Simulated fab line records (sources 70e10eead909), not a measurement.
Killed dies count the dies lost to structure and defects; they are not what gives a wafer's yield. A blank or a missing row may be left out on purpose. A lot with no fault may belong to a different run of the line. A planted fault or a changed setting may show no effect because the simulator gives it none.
fab line records	flow nand_harc
record: lots: 6	wafers: 18	last_day: 31
route steps=1302 shown P_GATE@137 END@1302
lots that met no fault: taken from a fault-free run of the same line
start_h: hours from the record's opening day to when the first of the lot's shown wafers began	wait_h: how many hours have passed since the lot's step before this one	" repeats the value in the row above	L1.1+2: one row covering several wafers at once	- either no value or no given start	* or withheld: withheld	< > ~ a bound
route shown NAME@n: a module of which the file shows steps, and the number in the route of the first	usual: mean/standard deviation of fault-free wafers	same: alike in all rows	chamber/n: place in a boat	sites: the reading at each site	_std_site: the values' standard deviation	_edge_site: mean of outer sites minus mean of inner sites	radius_mm: for every site, how far away it sits from the centre of the wafer	mask NAME#n: copy n	behind: the last tool/chamber to shape the wafer	hold: why the lot was held/for how many hours/how that ended	device: the transistor (n, p or np) that didn't switch	end of line: the same wafers' tests at the end of the route	a step without rows: its recipe alone	killed: at the first sort, the dies lost to defects and structure; wafer yield is something else	map: the dies of a wafer, with x for killed, . for not killed, _ for no die there
set.NAME: the run value of the setting; set.NAME@STEP: its run value at that earlier step	model.NAME: the simulator's own value behind a step, which no gauge read
lots seen at some steps along the route; tables by step, rows by wafer
services: the hour from which a tool's chamber was out of use, counted from the record's first day as start_h (under 0 if before that day), plus the number of hours and why
== steps ==
step: NHARC_P_GATE_EBR_22
step: NHARC_P_GATE_EXPOSE_23
recipe: na: 1.35	target_cd_nm: 120	dose_mj: 93.91	mask_id: P_GATE
step: NHARC_P_GATE_PEB_24
recipe: peb_temp_c: 100	peb_time_s: 65
step: NHARC_P_GATE_DEVELOP_25
recipe: develop_time_s: 35	dev_temp_c: 23
step: NHARC_P_GATE_CD_MEAS_26
recipe: target_cd_nm: 120	landing_energy_ev: 500
usual: cd_nm: 119.9/0.61
lot.wafer	tool	chamber	start_h	wait_h	cd_nm
L475.2	cd_sem-02	0	111.83	-	120.0
L475.4	"	0	"	"	119.3
L475.6	"	0	"	"	120.0
L483.2	cd_sem-03	0	187.23	-	119.8
L483.4	"	0	"	"	120.3
L483.5	"	0	"	"	120.2
L486.3	cd_sem-02	0	215.21	-	119.8
L486.4	"	0	"	"	119.2
L486.6	"	0	"	"	120.5
L489.1	cd_sem-02	0	244.44	-	119.0
L489.3	"	0	"	"	119.1
L489.5	"	0	"	"	118.4
L490.4	cd_sem-02	0	256.85	-	119.0
L490.5	"	0	"	"	119.4
L490.6	"	0	"	"	118.8
L493.1	cd_sem-02	0	288.23	-	119.7
L493.2	"	0	"	"	120.7
L493.3	"	0	"	"	120.2
step: NHARC_P_GATE_OVL_MEAS_27
usual: overlay_x_nm: 0.1/0.95	overlay_y_nm: 0.3/0.79
lot.wafer	tool	chamber	start_h	wait_h	overlay_x_nm	overlay_y_nm
L475.2	overlay-02	-	111.92	-	-0.7	1.1
L475.4	"	-	"	"	-1.1	1.5
L475.6	"	-	"	"	-1.2	0.7
L483.2	overlay-02	-	187.31	-	0.9	2.0
L483.4	"	-	"	"	0.8	1.9
L483.5	"	-	"	"	0.4	1.4
L486.3	overlay-01	-	215.30	-	0.5	-1.1
L486.4	"	-	"	"	0.4	-0.4
L486.6	"	-	"	"	1.1	-0.3
L489.1	overlay-01	-	244.53	-	-1.4	0.9
L489.3	"	-	"	"	-1.6	0.2
L489.5	"	-	"	"	-0.9	0.6
L490.4	overlay-01	-	256.93	-	-0.5	0.0
L490.5	"	-	"	"	-0.2	-0.4
L490.6	"	-	"	"	-0.1	-0.1
L493.1	overlay-02	-	288.32	-	-0.6	-0.1
L493.2	"	-	"	"	-0.7	-0.3
L493.3	"	-	"	"	-0.5	0.1
step: NHARC_P_GATE_INSPECT_28
usual: raw_defect_count: 6/3.6
lot.wafer	tool	chamber	start_h	wait_h	raw_defect_count
L475.2	defect_inspect-02	-	111.95	0.0	25
L475.4	"	-	"	"	5
L475.6	"	-	"	"	9
L483.2	defect_inspect-02	-	187.35	0.0	4
L483.4	"	-	"	"	4
L483.5	"	-	"	"	4
L486.3	defect_inspect-01	-	215.33	0.0	4
L486.4	"	-	"	"	5
L486.6	"	-	"	"	4
L489.1	defect_inspect-02	-	244.57	0.0	9
L489.3	"	-	"	"	10
L489.5	"	-	"	"	4
L490.4	defect_inspect-01	-	256.97	0.0	18
L490.5	"	-	"	"	13
L490.6	"	-	"	"	11
L493.1	defect_inspect-01	-	288.36	0.0	5
L493.2	"	-	"	"	5
L493.3	"	-	"	"	5
step: NHARC_P_GATE_DESCUM_31
recipe: time_s: 3	o2_flow_sccm: 200	ar_flow_sccm: 0	bias_power_w: 0	chemistry: O2
step: NHARC_P_GATE_ETCH_104
recipe: target_depth_a: 600	time_s: withheld	cf4_flow_sccm: 100	chf3_flow_sccm: 30	ar_flow_sccm: 0	rf_w: 500	bias_w: 200	chemistry: CF4/CHF3
step: NHARC_P_GATE_HM_OPEN_105
recipe: target_depth_a: 3600	o2_flow_sccm: 400	cos_flow_sccm: 20	ar_flow_sccm: 0	rf_w: 500	bias_w: 300	chemistry: O2/COS
usual: drypump_motor_current_A: 6.0/0.38	oes_product_au: 1.001/0.01	rf_fwd_power_W: 497.9/1.7	rf_vpp_V: 465.4/2.9	showerhead_plenum_p_Torr: 3.04/0.14	throttle_valve_pct: 28.330/0.0089
lot.wafer	tool	chamber	start_h	wait_h	drypump_motor_current_A	oes_product_au	rf_fwd_power_W	rf_hours_counter_h	rf_vpp_V	showerhead_plenum_p_Torr	throttle_valve_pct
L475.4	rie_diel-01	0	-	-	5.8	0.996	497.7	4.7	462.8	2.99	28.328
L475.2	"	2	"	"	5.9	1.015	500.6	4.0	464.1	2.92	28.327
L475.6	"	1	"	"	6.7	0.994	493.7	-	463.4	2.94	28.326
L483.4	rie_diel-01	3	-	-	5.6	0.983	500.3	8.8	471.5	3.31	28.352
L483.2	"	0	"	"	5.8	1.010	495.5	10.4	462.5	2.99	28.322
L483.5	"	3	"	"	5.7	0.992	500.8	-	469.3	3.31	28.334
L486.3	rie_diel-06	3	-	-	5.5	0.998	498.4	4.3	463.4	2.95	28.316
L486.4	"	0	"	"	5.9	1.006	496.7	4.8	463.2	2.96	28.331
L486.6	"	3	"	"	5.5	1.004	498.2	-	463.4	2.95	28.334
L489.3	rie_diel-06	2	-	-	5.8	0.978	498.5	5.7	463.6	2.96	28.341
L489.1	"	3	"	"	5.5	0.991	499.8	6.9	463.9	2.95	28.338
L489.5	"	2	"	"	5.8	0.987	498.4	-	464.7	2.96	28.325
L490.4	rie_diel-12	1	-	-	6.0	0.995	497.7	7.7	465.9	3.09	28.321
L490.6	"	1	"	"	6.0	0.990	499.7	-	465.5	3.09	28.330
L490.5	"	2	"	"	6.6	0.997	498.0	-	465.1	3.01	28.332
L493.2	rie_diel-01	0	-	-	5.8	1.007	497.8	4.5	463.8	2.99	28.338
L493.1	"	1	"	"	6.7	0.989	498.2	3.5	464.3	2.94	28.329
L493.3	"	2	"	"	5.9	0.985	498.5	2.3	462.9	2.92	28.341
step: NHARC_P_GATE_STRIP_106
recipe: o2_flow_sccm: 400	cos_flow_sccm: 20	ar_flow_sccm: 0	bias_w: 0	chemistry: O2/COS
step: NHARC_P_GATE_ETCH_114
recipe: target_depth_a: 300	overetch_a: 30	time_s: 16.5	ion_energy_ev: 100	cf4_flow_sccm: 80	o2_flow_sccm: 20	ar_flow_sccm: 0	rf_w: 300	bias_w: 100	chemistry: CF4/O2
step: NHARC_P_GATE_ETCH_32
recipe: target_depth_a: 1500	over_etch_frac: 1	over_etch_ion_energy_ev: 40	time_s: 100.1	hbr_flow_sccm: 150	cl2_flow_sccm: 50	rf_w: 400	icp_w: 400	bias_w: 100	chemistry: HBr/Cl2
usual: drypump_motor_current_A: 5.7/0.42	oes_product_au: 1.005/0.0093	rf_fwd_power_W: 396.4/1.7	throttle_valve_pct: 26.406/0.0089
lot.wafer	tool	chamber	start_h	wait_h	drypump_motor_current_A	oes_product_au	rf_fwd_power_W	rf_hours_counter_h	throttle_valve_pct
L475.2	rie_si-02	1	112.53	-	5.2	1.008	395.8	0.0	26.410
L475.4	"	2	"	"	5.7	0.999	395.2	0.0	26.408
L475.6	"	0	"	"	6.2	0.995	398.1	-	26.403
L483.2	rie_si-05	3	187.90	-	5.2	0.997	393.0	0.2	26.401
L483.4	"	0	"	"	5.5	1.005	397.6	0.2	26.406
L483.5	"	2	"	"	5.9	1.004	397.4	-	26.427
L486.3	rie_si-02	2	215.88	-	5.7	1.017	395.4	0.6	26.419
L486.4	"	3	"	"	5.0	0.999	396.7	0.7	26.410
L486.6	"	1	"	"	5.2	1.017	400.2	-	26.406
L489.1	rie_si-05	1	245.11	-	5.9	1.013	395.3	0.7	26.415
L489.3	"	3	"	"	5.2	1.000	394.3	0.6	26.401
L489.5	"	1	"	"	5.9	1.016	397.5	-	26.405
L490.4	rie_si-02	1	257.53	-	5.3	1.004	395.0	1.0	26.413
L490.5	"	2	"	"	5.7	1.008	392.7	-	26.396
L490.6	"	3	"	"	5.0	1.000	397.3	-	26.417
L493.1	rie_si-02	0	288.88	-	6.2	1.014	396.1	0.0	26.405
L493.3	"	1	"	"	5.2	1.004	398.3	0.0	26.400
L493.2	"	2	"	"	5.7	1.005	395.2	0.0	26.405
step: NHARC_P_GATE_STRIP_108
recipe: o2_flow_sccm: 500	ar_flow_sccm: 0	bias_w: 0	chemistry: O2
step: NHARC_P_GATE_CD_MEAS_33
usual: cd_nm: 119.4/2.5
lot.wafer	tool	chamber	start_h	wait_h	cd_nm
L475.2	cd_sem-02	-	112.85	-	121.2
L475.4	"	-	"	"	118.3
L475.6	"	-	"	"	123.4
L483.2	cd_sem-03	-	188.21	-	120.0
L483.4	"	-	"	"	118.8
L483.5	"	-	"	"	115.1
L486.3	cd_sem-02	-	216.19	-	113.8
L486.4	"	-	"	"	115.3
L486.6	"	-	"	"	116.1
L489.1	cd_sem-01	-	245.46	-	115.8
L489.3	"	-	"	"	123.0
L489.5	"	-	"	"	120.4
L490.4	cd_sem-02	-	257.83	-	121.7
L490.5	"	-	"	"	120.7
L490.6	"	-	"	"	119.5
L493.1	cd_sem-01	-	289.25	-	122.1
L493.2	"	-	"	"	118.6
L493.3	"	-	"	"	117.2
step: NHARC_P_GATE_STRIP_35
recipe: time_s: 600	temp_c: 130	chemistry: SPM
step: NHARC_P_GATE_PRECLEAN_73
recipe: time_s: *	temp_c: 50	bath_age_min: 0	chemistry: SC1
step: NHARC_P_GATE_SRD_74
step: NHARC_P_GATE_ALD_36
recipe: target_thk_a: 200	pulse_time_s: 60	ald_cycles: 223	temp_c: 400	material: SiNx
step: NHARC_P_GATE_ETCHBACK_37
recipe: target_depth_a: 345	time_s: 17.2	chf3_flow_sccm: 50	o2_flow_sccm: 10	ar_flow_sccm: 200	rf_w: 500	bias_w: 200	chemistry: CHF3/O2
step: NHARC_P_GATE_STRIP_101
recipe: time_s: 20	o2_flow_sccm: 500	ar_flow_sccm: 0	bias_w: 0	chemistry: O2
usual: drypump_motor_current_A: 6.1/0.37	oes_product_au: 0.998/0.0094	rf_vpp_V: 57.8/0.86	showerhead_plenum_p_Torr: 3.49/0.16	throttle_valve_pct: 17.036/0.0093
lot.wafer	tool	chamber	start_h	wait_h	drypump_motor_current_A	oes_product_au	rf_hours_counter_h	rf_vpp_V	showerhead_plenum_p_Torr	throttle_valve_pct
L475.2	rie_diel-12	2	122.96	0.1	6.5	1.008	2.5	57.8	3.41	17.036
L475.4	"	2	"	"	6.5	1.002	-	56.6	3.41	17.024
L475.6	"	0	"	"	5.9	1.006	-	58.0	3.73	17.044
L483.2	rie_diel-06	2	198.36	0.1	5.8	0.990	2.8	57.0	3.35	17.044
L483.4	"	3	"	"	5.5	1.004	2.7	57.8	3.34	17.034
L483.5	"	2	"	"	5.8	0.990	-	57.1	3.35	17.026
L486.3	rie_diel-12	3	226.27	0.1	6.5	0.998	7.4	57.8	3.66	17.034
L486.4	"	2	"	"	6.6	0.999	7.6	58.8	3.41	17.025
L486.6	"	3	"	"	6.5	0.998	-	57.4	3.66	17.032
L489.3	rie_diel-06	2	257.57	0.1	5.9	0.996	5.8	57.5	3.35	17.040
L489.1	"	1	"	"	5.7	0.989	6.5	57.6	3.31	17.042
L489.5	"	2	"	"	5.9	0.992	-	57.2	3.35	17.042
L490.4	rie_diel-12	0	267.82	0.1	5.9	0.989	9.5	58.1	3.73	17.024
L490.5	"	1	"	"	6.0	0.989	-	56.9	3.50	17.032
L490.6	"	2	"	"	6.6	0.995	-	57.6	3.41	17.038
L493.1	rie_diel-12	1	299.49	0.1	6.1	0.995	2.2	57.2	3.50	17.037
L493.3	"	3	"	"	6.4	0.987	2.0	57.8	3.65	17.029
L493.2	"	0	"	"	5.9	0.989	1.8	57.8	3.72	17.043
step: NHARC_P_GATE_PRECLEAN_97
recipe: time_s: 600	temp_c: 120	chemistry: SPM
step: NHARC_P_GATE_SRD_98
step: NHARC_P_GATE_PRECLEAN_99
recipe: time_s: *	temp_c: 50	bath_age_min: 0	chemistry: SC1
step: NHARC_P_GATE_SRD_100
step: NHARC_P_GATE_DEHYDRATE_38
recipe: temp_c: 150	time_s: 120
step: NHARC_P_GATE_HMDS_39
recipe: time_s: 30
step: NHARC_P_GATE_COAT_40
recipe: spin_rpm: 3000
step: NHARC_P_GATE_SOFTBAKE_41
recipe: temp_c: 122	time_s: 95
step: NHARC_P_GATE_EBR_42
step: NHARC_P_GATE_EXPOSE_43
recipe: na: 0.6	target_cd_nm: 720	dose_mj: 14.81	mask_id: P_NSD
step: NHARC_P_GATE_PEB_44
recipe: peb_temp_c: 118	peb_time_s: 85
step: NHARC_P_GATE_DEVELOP_45
recipe: time_s: 70
step: NHARC_P_GATE_CD_MEAS_46
recipe: target_cd_nm: 720	landing_energy_ev: 500
usual: cd_nm: 719.2/1.7
lot.wafer	tool	chamber	start_h	wait_h	cd_nm
L475.2	cd_sem-03	0	123.89	-	720.1
L475.4	"	0	"	"	720.1
L475.6	"	0	"	"	719.4
L483.2	cd_sem-03	0	199.37	-	720.8
L483.4	"	0	"	"	719.0
L483.5	"	0	"	"	719.9
L486.3	cd_sem-02	0	227.08	-	724.7
L486.4	"	0	"	"	720.5
L486.6	"	0	"	"	721.6
L489.1	cd_sem-03	0	258.36	-	718.6
L489.3	"	0	"	"	718.2
L489.5	"	0	"	"	715.2
L490.4	cd_sem-02	0	268.74	-	719.8
L490.5	"	0	"	"	721.5
L490.6	"	0	"	"	718.5
L493.1	cd_sem-01	0	300.42	-	722.2
L493.2	"	0	"	"	718.4
L493.3	"	0	"	"	720.5
step: NHARC_P_GATE_HARDBAKE_47
recipe: temp_c: 125	time_s: 80
step: NHARC_P_GATE_DESCUM_48
recipe: time_s: 3	o2_flow_sccm: 200	ar_flow_sccm: 0	bias_power_w: 0	chemistry: O2
usual: drypump_motor_current_A: 6.0/0.37	oes_product_au: 1.001/0.0097	rf_vpp_V: 57.6/0.93	showerhead_plenum_p_Torr: 1.87/0.096	throttle_valve_pct: 11.312/0.0093
lot.wafer	tool	chamber	start_h	wait_h	drypump_motor_current_A	oes_product_au	rf_hours_counter_h	rf_vpp_V	showerhead_plenum_p_Torr	throttle_valve_pct
L475.2	rie_diel-06	2	124.05	-	5.8	0.972	9.8	56.9	1.81	11.298
L475.4	"	0	"	"	5.9	1.014	9.0	57.1	1.81	11.305
L475.6	"	2	"	"	5.8	0.972	-	57.2	1.81	11.299
L483.2	rie_diel-06	3	199.53	-	5.5	0.994	2.7	56.4	1.80	11.309
L483.4	"	1	"	"	5.7	0.996	2.7	57.9	1.79	11.329
L483.5	"	0	"	"	5.9	1.008	-	56.8	1.81	11.304
L486.3	rie_diel-12	0	227.25	-	5.9	0.992	5.9	57.2	2.03	11.324
L486.4	"	1	"	"	6.1	0.990	5.9	57.9	1.90	11.307
L486.6	"	0	"	"	5.9	1.004	-	57.6	2.03	11.307
L489.1	rie_diel-06	1	258.55	-	5.7	0.987	6.5	57.2	1.79	11.301
L489.3	"	2	"	"	5.8	1.004	5.8	58.2	1.81	11.317
L489.5	"	3	"	"	5.5	1.001	-	57.1	1.80	11.326
L490.4	rie_diel-06	3	268.90	-	5.5	0.995	7.5	58.0	1.80	11.331
L490.5	"	2	"	"	5.8	1.000	-	57.7	1.81	11.309
L490.6	"	3	"	"	5.4	0.997	-	57.0	1.80	11.299
L493.2	rie_diel-01	0	300.58	-	5.8	1.006	5.2	57.1	1.82	11.320
L493.1	"	1	"	"	6.7	1.009	4.2	56.7	1.79	11.318
L493.3	"	2	"	"	5.9	0.995	2.7	58.5	1.78	11.329
step: NHARC_P_GATE_IMPLANT_49
recipe: energy_kev: 30	dose_cm2: 3e+15	tilt_deg: 7
step: NHARC_P_GATE_STRIP_111
recipe: power_w: 1500	temp_c: 110	time_s: 250	chemistry: N2/H2
usual: drypump_motor_current_A: 5.6/0.46	heater_power_w: 88/7.2
lot.wafer	tool	chamber	start_h	wait_h	drypump_motor_current_A	heater_power_w	rf_hours_counter_h
L475.2	plasma_asher-02	1	124.42	0.2	6.0	84	8
L475.4	"	1	"	"	6.0	85	-
L475.6	"	0	"	"	6.2	90	-
L483.2	plasma_asher-01	1	200.19	0.5	5.3	96	34
L483.4	"	0	"	"	5.1	81	-
L483.5	"	0	"	"	5.0	83	-
L486.4	plasma_asher-02	1	227.77	0.3	6.0	84	-
L486.3	"	0	"	"	6.2	93	-
L486.6	"	1	"	"	6.0	83	-
L489.1	plasma_asher-02	1	258.94	0.2	6.0	86	0
L489.3	"	0	"	"	6.2	85	-
L489.5	"	0	"	"	6.2	87	-
L490.4	plasma_asher-01	0	269.36	0.2	5.1	75	-
L490.6	"	0	"	"	5.1	78	-
L490.5	"	1	"	"	5.3	96	-
L493.2	plasma_asher-01	1	300.95	0.2	5.3	97	14
L493.1	"	0	"	"	5.1	76	14
L493.3	"	0	"	"	5.1	78	-
step: NHARC_P_GATE_STRIP_75
recipe: power_w: 1500	temp_c: 250	chemistry: O2
usual: drypump_motor_current_A: 5.6/0.45	heater_power_w: 331/27
lot.wafer	tool	chamber	start_h	wait_h	drypump_motor_current_A	heater_power_w	rf_hours_counter_h
L475.2	plasma_asher-02	1	124.73	0.3	6.0	319	8
L475.4	"	1	"	"	6.0	319	-
L475.6	"	0	"	"	6.2	341	-
L483.2	plasma_asher-01	1	200.45	0.2	5.3	362	34
L483.4	"	0	"	"	5.0	310	-
L483.5	"	0	"	"	5.1	308	-
L486.4	plasma_asher-02	1	227.99	0.2	6.0	310	-
L486.3	"	0	"	"	6.1	346	-
L486.6	"	1	"	"	6.0	318	-
L489.1	plasma_asher-02	1	259.21	0.2	6.0	325	1
L489.3	"	0	"	"	6.2	328	-
L489.5	"	0	"	"	6.2	319	-
L490.4	plasma_asher-01	0	269.58	0.2	5.1	287	-
L490.6	"	0	"	"	5.1	299	-
L490.5	"	1	"	"	5.3	371	-
L493.2	plasma_asher-01	1	301.25	0.2	5.3	370	14
L493.1	"	0	"	"	5.0	295	14
L493.3	"	0	"	"	5.1	292	-
step: NHARC_P_GATE_STRIP_50
recipe: time_s: 900	temp_c: 130	chemistry: SPM
step: NHARC_P_GATE_DEHYDRATE_51
recipe: temp_c: 150	time_s: 120
step: NHARC_P_GATE_HMDS_52
recipe: time_s: 30
step: NHARC_P_GATE_INSPECT_68
usual: raw_defect_count: 195/62
lot.wafer	tool	chamber	start_h	wait_h	raw_defect_count
L475.2	defect_inspect-01	-	130.39	0.1	154
L475.4	"	-	"	"	157
L475.6	"	-	"	"	144
L483.2	defect_inspect-02	-	206.24	0.1	92
L483.4	"	-	"	"	199
L483.5	"	-	"	"	151
L486.3	defect_inspect-01	-	233.56	0.1	217
L486.4	"	-	"	"	137
L486.6	"	-	"	"	203
L489.1	defect_inspect-02	-	264.98	0.2	279
L489.3	"	-	"	"	318
L489.5	"	-	"	"	156
L490.4	defect_inspect-01	-	275.29	0.1	1014
L490.5	"	-	"	"	240
L490.6	"	-	"	"	312
L493.1	defect_inspect-01	-	306.81	0.2	194
L493.2	"	-	"	"	186
L493.3	"	-	"	"	985
step: NHARC_END_SORT_01
recipe: temp_c: 25
usual: killed_at_array: 59/19	killed_at_other: 1.0/1.1	killed_at_periphery: 3.8/2.4	killed_dies: 64/19	killed_open: 3.3/2	killed_short: 2.4/1.6
same: gross_dies: 677
lot.wafer	tool	chamber	start_h	wait_h	killed_at_array	killed_at_other	killed_at_periphery	killed_dies	killed_open	killed_short
L475.2	prober-01	0	579.95	2.8	58	0	2	60	3	1
L475.4	prober-01	0	581.53	3.4	54	2	0	56	4	1
L475.6	prober-01	0	583.10	3.9	66	2	3	71	4	2
L486.3	prober-02	0	694.76	3.1	104	5	3	112	4	3
L486.4	prober-02	0	695.57	3.4	90	2	7	99	6	2
L486.6	prober-02	0	697.18	4.0	74	2	3	79	1	1
L489.1	prober-02	0	728.37	2.5	72	1	4	77	6	1
L489.3	prober-02	0	729.96	3.1	84	0	2	86	6	3
L489.5	prober-02	0	731.55	3.7	56	0	1	57	0	2
L490.4	prober-01	0	730.77	3.4	35	1	81	117	5	3
L493.1	prober-02	0	753.33	2.5	34	1	1	36	1	4
L493.2	prober-02	0	754.14	2.8	46	2	2	50	9	1
L493.3	prober-02	0	754.94	3.1	25	0	80	105	2	2
killed by level:class
L475.2 A_CHANNEL_HOLE_D2:chamber_film_flake=31 A_SLIT:chamber_film_flake=16 A_CHANNEL_HOLE_D1:chamber_film_flake=2 A_DECK1_JOINT:chamber_film_flake=2 A_CHANNEL_FILL_D2:chamber_film_flake=2 P_CONTACT:geometric_particle:short=1 A_ONON_D1:geometric_particle:open=1 A_CHANNEL_FILL_D1:geometric_particle:open=1
L475.4 A_CHANNEL_HOLE_D2:chamber_film_flake=28 A_SLIT:chamber_film_flake=19 A_DECK1_JOINT:geometric_particle:open=2 THIN_TSV:chamber_film_flake=2 A_ONON_D1:geometric_particle:open=1 A_CHANNEL_HOLE_D1:geometric_particle:open=1 A_CONTACT:geometric_particle:short=1 A_M1:chamber_film_flake=1
L475.6 A_SLIT:chamber_film_flake=28 A_CHANNEL_HOLE_D2:chamber_film_flake=27 P_M0:geometric_particle:open=2 A_CONTACT:chamber_film_flake=2 A_M1:chamber_film_flake=2 THIN_TSV:chamber_film_flake=2 A_CHANNEL_FILL_D1:geometric_particle:short=1 A_ONON_D2:geometric_particle:open=1
L486.3 A_SLIT:chamber_film_flake=40 A_CHANNEL_HOLE_D1:chamber_film_flake=35 A_CHANNEL_HOLE_D2:chamber_film_flake=15 A_CONTACT:chamber_film_flake=5 THIN_TSV:chamber_film_flake=5 A_ONON_D1:geometric_particle:open=2 P_M1:geometric_particle:short=1 A_DECK1_JOINT:geometric_particle:short=1
L486.4 A_SLIT:chamber_film_flake=32 A_CHANNEL_HOLE_D1:chamber_film_flake=31 A_CHANNEL_HOLE_D2:chamber_film_flake=12 A_ZERO_WELL:chamber_film_flake=3 A_DECK1_JOINT:geometric_particle:open=2 P_STI:chamber_film_flake=2 A_CHANNEL_FILL_D1:chamber_film_flake=2 A_CONTACT:chamber_film_flake=2
L486.6 A_CHANNEL_HOLE_D1:chamber_film_flake=33 A_SLIT:chamber_film_flake=24 A_CHANNEL_HOLE_D2:chamber_film_flake=9 P_CONTACT:chamber_film_flake=2 A_CONTACT:chamber_film_flake=2 THIN_TSV:chamber_film_flake=2 A_WL_FILL:geometric_particle:short=1 A_BLC:geometric_particle:open=1
L489.1 A_CHANNEL_HOLE_D1:chamber_film_flake=30 A_SLIT:chamber_film_flake=26 A_BLC:chamber_film_flake=3 A_CHANNEL_FILL_D1:geometric_particle:open=2 P_ZERO_WELL:chamber_film_flake=2 A_DECK1_JOINT:chamber_film_flake=2 A_STAIRCASE:chamber_film_flake=2 P_M0:geometric_particle:open=1
L489.3 A_CHANNEL_HOLE_D1:chamber_film_flake=33 A_SLIT:chamber_film_flake=28 A_CONTACT:chamber_film_flake=4 A_CHANNEL_FILL_D2:chamber_film_flake=3 A_CHANNEL_FILL_D2:geometric_particle:open=2 A_M0:geometric_particle:open=2 A_CHANNEL_FILL_D1:chamber_film_flake=2 A_DECK1_JOINT:chamber_film_flake=2
L490.4 P_GATE:unspecified=78 A_SLIT:chamber_film_flake=9 A_CHANNEL_HOLE_D1:chamber_film_flake=8 A_WL_FILL:chamber_film_flake=5 A_CONTACT:chamber_film_flake=5 P_CONTACT:geometric_particle:open=2 A_WL_FILL:geometric_particle:short=2 A_CHANNEL_HOLE_D2:chamber_film_flake=2
L489.5 A_CHANNEL_HOLE_D1:chamber_film_flake=25 A_SLIT:chamber_film_flake=22 A_CONTACT:chamber_film_flake=3 A_DECK1_JOINT:chamber_film_flake=2 A_DECK1_JOINT:geometric_particle:short=1 A_M1:geometric_particle:short=1 P_ZERO_WELL:chamber_film_flake=1 A_BLC:chamber_film_flake=1
L493.1 A_CHANNEL_HOLE_D1:chamber_film_flake=12 A_SLIT:chamber_film_flake=6 A_CHANNEL_FILL_D1:chamber_film_flake=4 A_CHANNEL_HOLE_D2:chamber_film_flake=3 A_STAIRCASE:chamber_film_flake=2 A_ONON_D1:geometric_particle:short=1 A_CHANNEL_FILL_D1:geometric_particle:short=1 A_CHANNEL_FILL_D2:geometric_particle:short=1
L493.2 A_CHANNEL_HOLE_D1:chamber_film_flake=13 A_CHANNEL_HOLE_D2:chamber_film_flake=8 A_STAIRCASE:chamber_film_flake=4 A_CONTACT:chamber_film_flake=4 A_DECK1_JOINT:geometric_particle:open=3 A_CHANNEL_FILL_D1:chamber_film_flake=3 A_SLIT:chamber_film_flake=3 A_CHANNEL_FILL_D1:geometric_particle:open=1
L493.3 P_GATE:unspecified=77 A_CHANNEL_HOLE_D1:chamber_film_flake=10 A_SLIT:chamber_film_flake=6 A_CHANNEL_HOLE_D2:chamber_film_flake=5 A_WL_FILL:geometric_particle:short=2 P_BONDPAD:chamber_film_flake=2 P_GATE:geometric_particle:open=1 A_CONTACT:geometric_particle:open=1
map L490.4 (x killed, . not)
____________x____________
_________xxxxxxx_________
_______..xxxxxxx.x_______
______..xxxxxxxxx..______
_____...xxxxxxxxxx.._____
____..x.xxxxxxxx.....____
____....xxxxxxxxx....____
___.....xxxxxxxxx.....___
___.......xxxxx.......___
__...x.x..x.xxx........__
__..x..x.x.xxx.x..x....__
_.x.x..x.x..x.x........._
_x..xx....x..x...x......_
_..x.........x.....x...._
_.......xx..x..........._
_..x..................x._
.........x...............
...x.....x........x.....x
.........x.....x.........
.......x....x............
...............x.......x.
_...........x..........._
_......................._
_.................x....._
_......................._
_......................._
__....................x__
__.....................__
___...................___
___...................___
____.................____
____.................____
_____..............._____
______.............______
_______.....x....._______
_________.x....._________
____________.____________
map L493.3 (x killed, . not)
____________x____________
_________xxxxxxx_________
_______..xxxxxxxx._______
______.x.xxxxxxxx..______
_____..x.xxxxxxxx..._____
____..x..xxxxxxxx....____
____....xxxxxxxx.....____
___....x.xxxxxxxxx....___
___.......xxxxxxx.....___
__.x.....xxxxxxx.......__
__......xx..xxxx....x..__
_............x.xxxxx...._
_........x.x.x...x......_
_.......x.....x.xx......_
_...............x......._
_......................._
.........................
.........................
.........................
.........................
.......................x.
_......................._
_......................._
_......................._
_...................x..x_
_......................._
__...................xx__
__.....................__
___...................___
___...................___
____.................____
____.................____
_____..............._____
______..x..........______
_______......x...._______
_________......._________
____________.____________
== services ==
tool	chamber	start_h	hours	kind
rie_diel-06	2	89.93	10.7	repair
rie_diel-12	-	91.42	9.0	pm
plasma_asher-02	-	99.14	1.4	repair
rie_si-02	-	100.00	9.0	pm
rie_diel-01	2	101.90	10.0	repair
rie_diel-12	-	103.63	0.5	repair
rie_diel-01	2	114.98	3.0	repair
rie_diel-12	3	121.60	6.9	repair
rie_diel-06	-	130.20	9.0	pm
rie_diel-01	2	138.35	6.4	repair
plasma_asher-02	-	147.70	11.9	repair
rie_diel-06	1	150.16	4.8	repair
rie_diel-01	-	169.46	1.3	repair
plasma_asher-01	-	187.31	1.3	repair
rie_diel-06	2	203.48	2.3	repair
rie_diel-01	-	203.80	9.0	pm
plasma_asher-01	-	224.73	9.0	pm
rie_si-02	1	225.23	8.4	repair
rie_diel-06	3	227.20	5.2	repair
rie_diel-01	2	231.36	18.8	repair
plasma_asher-02	-	249.19	9.0	pm
plasma_asher-01	-	265.50	0.4	repair
rie_diel-12	-	268.42	9.0	pm
rie_diel-12	2	296.80	3.3	repair
== key ==
first_sign: step: NHARC_P_GATE_INSPECT_68	reading: raw_defect_count	direction: up	sigmas: 13	usual: 195	struck: 1000
effect: step: NHARC_END_SORT_01	reading: killed_at_periphery	direction: up	sigmas: 32	usual: 3.8	struck: 80.5
more_kills_born_at: NHARC_P_GATE_ETCH_32@rie_si-02: 152
met_at NHARC_P_GATE_ETCH_32
struck_wafers L490.4,L493.3
tester_left_out L490,L493
onset_between 215.88 257.53
fault: kind: chamber_particle_source	tool: rie_si-02	chamber: 1	onset_h: 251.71	steps: NHARC_P_GATE_ETCH_32	rate_per_visit_cm2: 1.1849	end_h: 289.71
tester_left_out: of these lots the tester's yield and bins aren't shown, on N5 and GAA mostly nor the transistor test; their killed dies are dies lost to structure and defects alone, not to doping, threshold or leakage, so they don't give the yield
